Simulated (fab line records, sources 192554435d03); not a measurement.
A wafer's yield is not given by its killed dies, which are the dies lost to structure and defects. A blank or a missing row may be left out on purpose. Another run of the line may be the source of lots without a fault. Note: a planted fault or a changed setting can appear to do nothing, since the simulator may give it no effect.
Chamber matching ; flow n5 finfet ; 4 sister chambers for N5_BEOL_M3_STRIP_19 on rie diel-03
The step strips in O2. 7 wafers are shown with their chamber, then 8 later ones without.

WAFERS PAIRED WITH THEIR CHAMBERS
wafer;chamber;showerhead plenum p Torr (Torr);oes product au (a.u.)
L892.5;1;2.14;0.98
L895.1;0;2.00;0.75
L895.3;3;2.02;0.79
L896.1;3;2.02;0.79
L896.4;0;2.00;0.75
L896.6;2;2.00;0.73
L902.1;2;1.99;0.72

WAFERS MISSING THEIR CHAMBER
wafer;showerhead plenum p Torr (Torr);oes product au (a.u.)
L902.5;2.00;0.73
L902.6;2.02;0.77
L903.3;2.14;0.93
L903.4;2.02;0.77
L903.6;2.14;0.92
L904.1;1.99;0.71
L904.4;2.00;0.74
L904.5;2.13;0.92

WHICH CHAMBER EACH WENT THROUGH
wafer;from the rows above;in truth
L902.5;2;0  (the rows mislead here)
L902.6;3;3
L903.3;1;1
L903.4;3;3
L903.6;1;1
L904.1;2;2
L904.4;can't be placed: 0 or 2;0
L904.5;1;1
6 of 8 placed correctly. Can't be placed from these rows: 1 (the true chamber is among the candidates in 1). Number placed wrongly: 1.
How it was worked out, from the rows above alone: a wafer's distance from a chamber is the root of the sum, over the readings, of the square of ((its reading less the chamber's mean) divided by the reading's scatter). If the next closest chamber is less than 2 further off than the closest, the wafer can't be placed; otherwise it belongs to the closest. A chamber's mean is the mean of its shown wafers. The scatter: the root of (the sum of the squares of (reading less its chamber's mean) over the shown wafers, divided by (wafers less chambers)).
